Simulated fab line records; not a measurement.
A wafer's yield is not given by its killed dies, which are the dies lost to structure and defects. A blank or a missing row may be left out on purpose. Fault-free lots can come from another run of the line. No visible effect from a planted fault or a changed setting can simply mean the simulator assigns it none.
Matching of chambers :: flow n5 finfet :: N5_BEOL_M1_DEP_57 on pecvd-01 has 3 sister chambers
The step deposits SiCN from 3MS/NH3, target thk 8 nm, time 14 s. 6 wafers are shown with their chamber, then 8 later ones without.

== WAFERS, EACH WITH ITS CHAMBER ==
wafer: L076.1
chamber: 0
throttle valve pct (%): 9.6
showerhead plenum p Torr (Torr): 3.647

wafer: L081.5
chamber: 1
throttle valve pct (%): 9.1
showerhead plenum p Torr (Torr): 3.690

wafer: L089.1
chamber: 0
throttle valve pct (%): 9.8
showerhead plenum p Torr (Torr): 3.656

wafer: L089.2
chamber: 1
throttle valve pct (%): 9.2
showerhead plenum p Torr (Torr): 3.679

wafer: L089.3
chamber: 2
throttle valve pct (%): 8.3
showerhead plenum p Torr (Torr): 3.655

wafer: L092.1
chamber: 2
throttle valve pct (%): 8.0
showerhead plenum p Torr (Torr): 3.658

== WAFERS WHOSE CHAMBER IS MISSING ==
wafer: L092.2
throttle valve pct (%): 9.1
showerhead plenum p Torr (Torr): 3.683

wafer: L092.4
throttle valve pct (%): 9.0
showerhead plenum p Torr (Torr): 3.684

wafer: L091.1
throttle valve pct (%): 8.9
showerhead plenum p Torr (Torr): 3.683

wafer: L091.3
throttle valve pct (%): 8.2
showerhead plenum p Torr (Torr): 3.662

wafer: L091.6
throttle valve pct (%): 8.5
showerhead plenum p Torr (Torr): 3.663

wafer: L096.4
throttle valve pct (%): 9.4
showerhead plenum p Torr (Torr): 3.660

wafer: L096.5
throttle valve pct (%): 9.1
showerhead plenum p Torr (Torr): 3.675

wafer: L096.6
throttle valve pct (%): 8.4
showerhead plenum p Torr (Torr): 3.665

== WHICH CHAMBER EACH ONE RAN IN ==
wafer: L092.2
from the rows above: 1
in truth: 1

wafer: L092.4
from the rows above: 1
in truth: 1

wafer: L091.1
from the rows above: 1
in truth: 1

wafer: L091.3
from the rows above: 2
in truth: 2

wafer: L091.6
from the rows above: 2
in truth: 2

wafer: L096.4
from the rows above: 0
in truth: 0

wafer: L096.5
from the rows above: 1
in truth: 1

wafer: L096.6
from the rows above: 2
in truth: 2
Correctly placed: 8 of 8. Number that these rows cannot place: 0. Wrongly placed: 0.
How it was worked out, from the rows above alone: a wafer's distance from a chamber is the root of the sum, over the readings, of the square of ((its reading less the chamber's mean) divided by the reading's scatter). The wafer belongs to the nearest chamber; if the next one is less than 2 further off, it can't be placed. The mean given for a chamber averages the wafers shown for that chamber. The scatter: take each reading less its chamber's mean, square it, sum over the shown wafers, divide by the number of wafers less the number of chambers, and take the root.
